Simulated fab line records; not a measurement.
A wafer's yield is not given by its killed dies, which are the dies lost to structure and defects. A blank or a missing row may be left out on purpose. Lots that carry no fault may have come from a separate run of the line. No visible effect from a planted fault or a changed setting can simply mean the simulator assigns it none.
Which of the tools did it? ; flow nand-harc ; 13 lots with 39 wafers sampled at 5 steps, on a route of 1159 steps

== WHAT THE GAUGES SHOWED, per wafer ==
NHARC_END_SORT_01. Usual: killed-at-array 27, standard deviation 11; killed-at-other 0.8, standard deviation 1.4; killed-at-periphery 3.3, standard deviation 2; killed-dies 31, standard deviation 11; killed-open 3.4, standard deviation 1.8; killed-short 2.1, standard deviation 1.3.
lot;measured;on;killed-at-array;killed-at-other;killed-at-periphery;killed-dies;killed-open;killed-short;flag
L552;day 21 16:49;prober-01;51 27 23;0 1 0;79 17 26;130 45 49;3 1 4;2 2 2;OFF
L553;day 22 00:38;prober-02;21 19 24;0 0 0;91 91 91;112 110 115;2 4 4;3 1 0;OFF

== TOOL THAT RAN EACH LOT (tool first, then ch and the chambers of the sampled wafers, then the start) ==
lot;NHARC_P_CONTACT_ETCH_35;NHARC_THIN_TSV_ETCHBACK_48;NHARC_THIN_TSV_STRIP_62;NHARC_THIN_TSV_PRE_CLEAN_50
L543;rie-diel-07 ch 0,2, day 5 14:10;rie-diel-13 ch 1,2, day 19 03:22;plasma-asher-01 ch 0,1, day 19 03:44;pvd-sputter-01, no start
L544;rie-diel-06 ch 1,2,3, day 5 21:56;rie-diel-09 ch 1,3, day 19 08:21;plasma-asher-02 ch 0,1, day 19 08:43;pvd-sputter-03, no start
L545;rie-diel-11 ch 1,3, day 6 04:38;rie-diel-09 ch 0,1,2, day 19 17:53;plasma-asher-01 ch 0, day 19 18:16;pvd-sputter-03, no start
L547;rie-diel-07 ch 0,1,2, day 6 09:59;rie-diel-07 ch 0,3, day 19 18:43;plasma-asher-02 ch 0,1, day 19 19:08;pvd-sputter-01, no start
L546;rie-diel-11 ch 0,1,3, day 6 10:34;rie-diel-07 ch 0,1,3, day 20 01:13;plasma-asher-02 ch 0,1, day 20 01:46;pvd-sputter-01, day 20 02:01
L548;rie-diel-07 ch 1,2,3, day 7 02:30;rie-diel-07 ch 0,1,2, day 20 10:45;plasma-asher-01 ch 0,1, day 20 11:20;pvd-sputter-02, no start
L549;rie-diel-06 ch 1,3, day 7 03:20;rie-diel-07 ch 0,1,3, day 20 07:56;plasma-asher-01 ch 0,1, day 20 08:19;pvd-sputter-01, no start
L550;rie-diel-11 ch 0,1,3, day 7 10:52;rie-diel-13 ch 1,2,3, day 20 08:57;plasma-asher-01 ch 1, day 20 09:16;pvd-sputter-02, no start
L552;rie-diel-07 ch 1,3, day 8 02:56;rie-diel-13 ch 1,2, day 21 04:29;plasma-asher-02 ch 0,1, day 21 04:49;pvd-sputter-01, day 21 16:49 or earlier
L553;rie-diel-07 ch 1,2, day 8 08:05;rie-diel-07 ch 0,3, day 21 06:40;plasma-asher-01 ch 0,1, day 21 07:01;pvd-sputter-02, day 22 00:38 or earlier
L559;rie-diel-11 ch 0,1,3, day 9 21:44;rie-diel-07 ch 0,1, day 22 19:02;plasma-asher-01 ch 0,1, day 22 19:23;pvd-sputter-02, no start
L563;rie-diel-11 ch 0,1, day 10 14:37;rie-diel-13 ch 2,3, day 23 19:32;plasma-asher-02 ch 0,1, day 23 19:59;pvd-sputter-03, no start
L566;rie-diel-11 ch 0,1,2, day 11 02:41;rie-diel-07 ch 0,3, day 24 07:46;plasma-asher-01 ch 0,1, day 24 08:12;pvd-sputter-01, no start
- NHARC_P_CONTACT_ETCH_35: etches the open film in CF4, target depth 39 nm, time 65 s.
- NHARC_THIN_TSV_ETCHBACK_48: etches the open film in C4F8/Ar, target depth 1028.5 nm, time 405.17 s.
- NHARC_THIN_TSV_STRIP_62: strips in N2/H2, time 20 s.
- NHARC_THIN_TSV_PRE_CLEAN_50: time 30 s.

== AS READ BY THE TOOLS THEMSELVES (means over the sampled wafers that have a number; for cases with no such wafer, the mark the record gives instead) ==
NHARC_P_CONTACT_ETCH_35. Usual: cf4-flow-sccm 149.9 sccm, standard deviation 0.49; drypump-motor-current-A 5.6 A, standard deviation 0.36; oes-product-au 1.003 a.u., standard deviation 0.0064; rf-vpp-V 151.8 V, standard deviation 1.3; showerhead-plenum-p-Torr 1.82 Torr, standard deviation 0.081; throttle-valve-pct 13.284 %, standard deviation 0.0086.
lot;tool;cf4-flow-sccm (sccm);drypump-motor-current-A (A);oes-product-au (a.u.);rf-vpp-V (V);showerhead-plenum-p-Torr (Torr);throttle-valve-pct (%);flag
L543;rie-diel-07;150.3;5.8;1.006;150.7;1.74;13.291;
L544;rie-diel-06;150.6;5.9;1.002;151.7;1.82;13.290;
L545;rie-diel-11;150.0;5.6;1.000;152.5;1.89;13.274;
L547;rie-diel-07;150.0;5.6;1.003;150.7;1.75;13.280;
L546;rie-diel-11;150.4;5.6;1.003;153.0;1.89;13.288;
L548;rie-diel-07;149.8;5.4;1.003;150.7;1.77;13.280;
L549;rie-diel-06;150.0;5.8;0.989;151.9;1.82;13.280;
L550;rie-diel-11;150.1;5.6;1.002;152.3;1.89;13.287;
L552;rie-diel-07;150.0;5.3;1.000;150.6;1.75;13.275;
L553;rie-diel-07;150.1;5.4;0.999;150.8;1.79;13.283;
L559;rie-diel-11;150.2;5.6;1.007;153.1;1.89;13.284;
L563;rie-diel-11;150.8;5.6;1.009;152.4;1.88;13.280;
L566;rie-diel-11;149.7;5.3;1.008;152.1;1.88;13.289;

NHARC_THIN_TSV_ETCHBACK_48. Usual: oes-product-au 0.95 a.u., standard deviation 0.034; rf-vpp-V 546.0 V, standard deviation 2.5.
lot;tool;oes-product-au (a.u.);rf-vpp-V (V);flag
L543;rie-diel-13;0.93;546.8;
L544;rie-diel-09;0.99;546.7;
L545;rie-diel-09;0.97;547.3;
L547;rie-diel-07;0.93;544.5;
L546;rie-diel-07;0.92;544.5;
L548;rie-diel-07;0.97;545.1;
L549;rie-diel-07;0.92;543.6;
L550;rie-diel-13;0.97;546.9;
L552;rie-diel-13;1.01;547.5;
L553;rie-diel-07;0.92;544.5;
L559;rie-diel-07;0.93;543.8;
L563;rie-diel-13;1.01;546.1;
L566;rie-diel-07;0.92;544.9;

NHARC_THIN_TSV_STRIP_62. Usual: drypump-motor-current-A 5.6 A, standard deviation 0.42; heater-power-w 302 W, standard deviation 19.
lot;tool;drypump-motor-current-A (A);heater-power-w (W);flag
L543;plasma-asher-01;5.5;319;
L544;plasma-asher-02;5.7;283;
L545;plasma-asher-01;6.1;338;
L547;plasma-asher-02;5.4;287;
L546;plasma-asher-02;5.7;280;
L548;plasma-asher-01;5.6;306;
L549;plasma-asher-01;5.8;319;
L550;plasma-asher-01;5.3;304;
L552;plasma-asher-02;5.4;287;
L553;plasma-asher-01;5.6;312;
L559;plasma-asher-01;5.5;308;
L563;plasma-asher-02;5.4;279;
L566;plasma-asher-01;5.5;310;

NHARC_THIN_TSV_PRE_CLEAN_50. Usual: 421 W for heater-power-w, sd 28.
lot;tool;heater-power-w (W);flag
L543;pvd-sputter-01;404;
L544;pvd-sputter-03;423;
L545;pvd-sputter-03;412;
L547;pvd-sputter-01;424;
L546;pvd-sputter-01;421;
L548;pvd-sputter-02;445;
L549;pvd-sputter-01;399;
L550;pvd-sputter-02;456;
L552;pvd-sputter-01;404;
L553;pvd-sputter-02;454;
L559;pvd-sputter-02;416;
L563;pvd-sputter-03;423;
L566;pvd-sputter-01;398;

== THE ANSWER, worked out from the rows above alone ==
Rule: lot off if the mean of its wafers having a number is beyond 3 standard deviations from the usual mean. Also off: a lot with no number at a reading for which 4 or more lots have one. Where the step has rows for the other lots, those lots are counted as sound. First the gauges in route order, then the tools' own readings, where a lot's mean is used as printed above. At the first step where some lot is off, the reading lying furthest off is the one used; lots without a number count as furthest.
Off: L552, L553, at NHARC_END_SORT_01 (killed-at-periphery). Neither off nor sound, because the step has no rows for them: L543, L544, L545, L547, L546, L548, L549, L550, L559, L563, L566.
A tool fits if, at a process step before that reading, it ran every lot that is off, and no sound lot after the first of them. Those tools and the gauges at NHARC_END_SORT_01 are tried in the same way. Because NHARC_THIN_TSV_PRE_CLEAN_50 lacks a start for some lots, the hours and order of its lots are taken from NHARC_END_SORT_01. One fits: rie-diel-07 at NHARC_P_CONTACT_ETCH_35. It ran no sound lot before its first lot that is off in this sample, so the start can't be narrowed down.

== WHAT HAD BEEN PUT IN BY THE SIMULATOR ==
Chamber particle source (rie-diel-07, NHARC_P_CONTACT_ETCH_35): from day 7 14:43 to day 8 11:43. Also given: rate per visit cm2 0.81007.
Lots struck among those shown: L552, L553. Same finding as the rule above.
